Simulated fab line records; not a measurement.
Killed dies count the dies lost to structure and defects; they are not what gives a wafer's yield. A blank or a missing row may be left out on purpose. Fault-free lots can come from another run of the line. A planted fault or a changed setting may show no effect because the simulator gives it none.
Chamber matching -- flow n5-finfet -- 4 sister chambers for N5_BEOL_M0_SAQP_DESCUM_19 on rie-diel-06
The step chemistry O2, time 7.9 s. 8 wafers are shown with their chamber, then 12 later ones without.

WAFERS PAIRED WITH THEIR CHAMBERS
wafer,chamber,showerhead-plenum-p-Torr (Torr),drypump-motor-current-A (A)
L088.5,2,2.06,5.6
L088.6,3,2.13,6.1
L090.3,1,2.21,5.5
L090.4,0,2.07,5.8
L090.6,3,2.13,6.1
L091.3,2,2.05,5.5
L091.4,0,2.07,5.8
L091.5,1,2.21,5.6

WAFERS WHOSE CHAMBER IS MISSING
wafer,showerhead-plenum-p-Torr (Torr),drypump-motor-current-A (A)
L092.1,2.05,5.6
L092.2,2.21,5.6
L092.3,2.13,6.0
L092.4,2.13,6.0
L092.5,2.21,5.6
L092.6,2.05,5.6
L095.1,2.13,6.1
L095.2,2.20,5.6
L095.6,2.13,6.1
L096.1,2.20,5.6
L096.2,2.13,6.1
L096.5,2.13,6.0

WHICH CHAMBER EACH WENT THROUGH
wafer,from the rows above,in truth
L092.1,2,2
L092.2,1,1
L092.3,3,3
L092.4,3,3
L092.5,1,1
L092.6,2,2
L095.1,3,3
L095.2,1,1
L095.6,3,3
L096.1,1,1
L096.2,3,3
L096.5,3,3
Placed correctly: 12 of 12. Can't be placed from these rows: 0. Placed wrongly: 0.
How it was worked out, from the rows above alone: a wafer's distance from a chamber is the root of the sum, over the readings, of the square of ((its reading less the chamber's mean) divided by the reading's scatter). The wafer belongs to the nearest chamber; if the next one is less than 2 further off, it can't be placed. For every chamber, the mean is computed from those of its wafers that are shown. The scatter: take each reading less its chamber's mean, square it, sum over the shown wafers, divide by the number of wafers less the number of chambers, and take the root.
